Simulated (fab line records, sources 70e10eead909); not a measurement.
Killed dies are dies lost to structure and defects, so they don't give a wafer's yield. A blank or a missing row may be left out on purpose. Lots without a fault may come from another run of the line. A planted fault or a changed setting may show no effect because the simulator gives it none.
Chamber matching | flow nand_harc | NHARC_A_CONTACT_ETCH_90 on rie_diel-05: 4 sister chambers
The step etches the open film in CH3F/O2, target depth 40 nm, time 85.7 s. 8 wafers are shown with their chamber, then 12 later ones without.

WAFERS WITH THEIR CHAMBER
wafer  | chamber | showerhead_plenum_p_Torr (Torr) | drypump_motor_current_A (A)
L083.3 | 2       | 2.36                            | 5.6
L083.5 | 3       | 2.36                            | 5.5
L084.1 | 2       | 2.36                            | 5.7
L084.5 | 0       | 2.30                            | 5.6
L084.6 | 1       | 2.38                            | 5.4
L085.2 | 0       | 2.30                            | 5.6
L085.3 | 3       | 2.35                            | 5.5
L085.4 | 1       | 2.37                            | 5.4

WAFERS WITHOUT THEIR CHAMBER
wafer  | showerhead_plenum_p_Torr (Torr) | drypump_motor_current_A (A)
L087.2 | 2.37                            | 5.4
L087.3 | 2.35                            | 5.5
L087.4 | 2.30                            | 5.6
L089.3 | 2.30                            | 5.5
L089.4 | 2.35                            | 5.6
L089.5 | 2.35                            | 5.6
L091.2 | 2.35                            | 5.5
L091.3 | 2.30                            | 5.6
L091.4 | 2.37                            | 5.4
L095.2 | 2.35                            | 5.6
L095.4 | 2.35                            | 5.5
L095.6 | 2.30                            | 5.5

WHICH CHAMBER EACH WENT THROUGH
wafer  | from the rows above     | in truth
L087.2 | 1                       | 1
L087.3 | 3                       | 3
L087.4 | 0                       | 0
L089.3 | 0                       | 0
L089.4 | can't be placed: 2 or 3 | 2
L089.5 | can't be placed: 2 or 3 | 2
L091.2 | 3                       | 3
L091.3 | 0                       | 0
L091.4 | 1                       | 1
L095.2 | can't be placed: 2 or 3 | 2
L095.4 | 3                       | 3
L095.6 | 0                       | 0
Placed correctly: 9 of 12. Can't be placed from these rows: 3 (the true chamber is among the candidates in 3). Placed wrongly: 0.
How it was worked out, from the rows above alone: a wafer's distance from a chamber is the root of the sum, over the readings, of the square of ((its reading less the chamber's mean) divided by the reading's scatter). The wafer belongs to the nearest chamber; if the next one is less than 2 further off, it can't be placed. A chamber's mean is the mean of its shown wafers. The scatter: the root of (the sum of the squares of (reading less its chamber's mean) over the shown wafers, divided by (wafers less chambers)).
